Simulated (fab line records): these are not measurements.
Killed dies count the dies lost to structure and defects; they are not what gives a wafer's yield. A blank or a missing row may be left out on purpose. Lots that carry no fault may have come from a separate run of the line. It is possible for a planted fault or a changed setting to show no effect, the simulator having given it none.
The same fault as seen by 3 desks + flow nand harc + every desk sees just its own numbers, and what lay behind them comes last

## THE DEFECT DESK
Per lot, the means of the sampled wafers with a number show what the inspections along the route counted. Marked OUT: a lot whose mean sits more than 4 standard deviations from the usual mean, which makes it out of limits; the brackets give that distance.
Columns: A = raw defect count at NHARC_A_ONON_D2_INSPECT_32, usual 396
| lot  | first seen here | A   |
|------|-----------------|-----|
| L301 | day 13 07:07    | 392 |
| L302 | day 14 02:40    | 402 |
| L306 | day 15 15:26    | 747 |
| L307 | day 15 15:27    | 386 |
| L316 | day 19 22:16    | 310 |
| L317 | day 19 22:19    | 391 |
| L318 | day 20 09:19    | 516 |
| L319 | day 21 01:22    | 403 |
| L320 | day 21 18:40    | 341 |
| L321 | day 21 18:57    | 333 |
| L322 | day 21 19:08    | 430 |
| L323 | day 22 16:13    | 409 |
This desk's finding: nothing out of limits on any of the 12 lots.

## AT THE TOOL OWNER'S DESK: pecvd-03
The tool's own readings at NHARC_A_ONON_D2_DEP_33 (deposits SiO2, target thk 200 nm): means of the sampled wafers that have a number, for each lot that ran on this tool. Marked OUT: a lot whose mean sits more than 4 standard deviations from the usual mean, which makes it out of limits; the brackets give that distance.
Columns: A = heater power w at NHARC_A_ONON_D2_DEP_33, usual 557 W; B = susceptor temp C at NHARC_A_ONON_D2_DEP_33, usual 399.99 C; C = throttle valve pct at NHARC_A_ONON_D2_DEP_33, usual 15.9 %
| lot  | first seen here | A   | B      | C    |
|------|-----------------|-----|--------|------|
| L306 | day 15 14:58    | 552 | 399.90 | 15.7 |
| L316 | day 19 21:47    | 667 | 400.10 | 15.6 |
| L319 | day 21 00:58    | 604 | 399.87 | 15.8 |
| L321 | day 21 18:27    | 587 | 400.21 | 15.7 |
This desk's finding: nothing out of limits on any of the 4 lots.

## THE METROLOGY DESK
What the gauges read, lot by lot, whatever tool the lot ran on: means of the sampled wafers that have a number. Marked OUT: a lot whose mean sits more than 4 standard deviations from the usual mean, which makes it out of limits; the brackets give that distance.
Columns: A = thk nm at NHARC_A_DECK1_JOINT_THK_MEAS_14, usual 51.1 nm
| lot  | first seen here | A    |
|------|-----------------|------|
| L301 | day 11 16:48    | 51.7 |
| L302 | day 12 12:21    | 49.5 |
| L306 | day 13 19:18    | 51.0 |
| L307 | day 13 19:19    | 51.5 |
| L316 | day 18 10:26    | 51.1 |
| L317 | day 18 10:26    | 49.5 |
| L318 | day 18 14:18    | 51.4 |
| L319 | day 19 04:26    | 51.0 |
| L321 | day 19 22:06    | 51.4 |
| L320 | day 20 03:57    | 49.9 |
| L322 | day 20 09:58    | 50.5 |
| L323 | day 21 04:25    | 50.9 |
This desk's finding: nothing out of limits on any of the 12 lots.

## PUT TOGETHER
Nothing out of limits was seen by the defect desk.
The tool owner's desk saw nothing out of limits.
Nothing out of limits was seen by the metrology desk.

## WHAT WAS PUT IN BY THE SIMULATOR
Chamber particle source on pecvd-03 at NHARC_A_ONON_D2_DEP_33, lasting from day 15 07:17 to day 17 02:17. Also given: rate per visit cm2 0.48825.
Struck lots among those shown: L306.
